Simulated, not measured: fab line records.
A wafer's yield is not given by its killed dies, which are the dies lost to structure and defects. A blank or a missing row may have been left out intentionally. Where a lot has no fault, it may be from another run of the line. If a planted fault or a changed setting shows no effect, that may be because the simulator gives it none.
Matching of chambers + flow nand_harc + ald_metal-04 running NHARC_A_WL_FILL_ALD_02: 4 sister chambers
The step deposits TiN, target thk 2 nm, pulse time 3 s, ald cycles 100. 8 wafers are shown with their chamber, then 7 later ones without.

## WAFERS WITH THEIR CHAMBER
| wafer  | chamber | heater_power_w (W) | precursor_pulse_height_rel |
|--------|---------|--------------------|----------------------------|
| L078.6 | 3       | 1088               | 0.966                      |
| L079.1 | 3       | 1097               | 0.991                      |
| L079.3 | 1       | 1166               | 0.977                      |
| L082.6 | 1       | 1204               | 0.987                      |
| L086.3 | 0       | 999                | 0.973                      |
| L086.6 | 2       | 1250               | 1.029                      |
| L089.3 | 0       | 1037               | 0.991                      |
| L089.5 | 2       | 1259               | 1.013                      |

## WAFERS WITHOUT THEIR CHAMBER
| wafer  | heater_power_w (W) | precursor_pulse_height_rel |
|--------|--------------------|----------------------------|
| L089.6 | 1228               | 0.969                      |
| L093.1 | 1028               | 0.989                      |
| L093.2 | 1256               | 1.028                      |
| L093.5 | 1067               | 1.026                      |
| L096.1 | 1183               | 0.965                      |
| L096.2 | 1054               | 1.005                      |
| L096.4 | 1139               | 0.970                      |

## WHICH CHAMBER EACH ONE RAN IN
| wafer  | from the rows above     | in truth                   |
|--------|-------------------------|----------------------------|
| L089.6 | can't be placed: 1 or 2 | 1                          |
| L093.1 | 0                       | 0                          |
| L093.2 | 2                       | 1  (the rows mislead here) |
| L093.5 | can't be placed: 3 or 0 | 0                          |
| L096.1 | 1                       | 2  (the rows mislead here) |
| L096.2 | can't be placed: 0 or 3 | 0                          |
| L096.4 | can't be placed: 3 or 1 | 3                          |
Correct placement for 1 of the 7. Can't be placed from these rows: 4 (the true chamber is among the candidates in 4). Number placed wrongly: 2.
How it was worked out, from the rows above alone: a wafer's distance from a chamber is the root of the sum, over the readings, of the square of ((its reading less the chamber's mean) divided by the reading's scatter). The wafer belongs to the nearest chamber; if the next one is less than 2 further off, it can't be placed. A chamber's mean is the mean of its shown wafers. The scatter: the root of (the sum of the squares of (reading less its chamber's mean) over the shown wafers, divided by (wafers less chambers)).
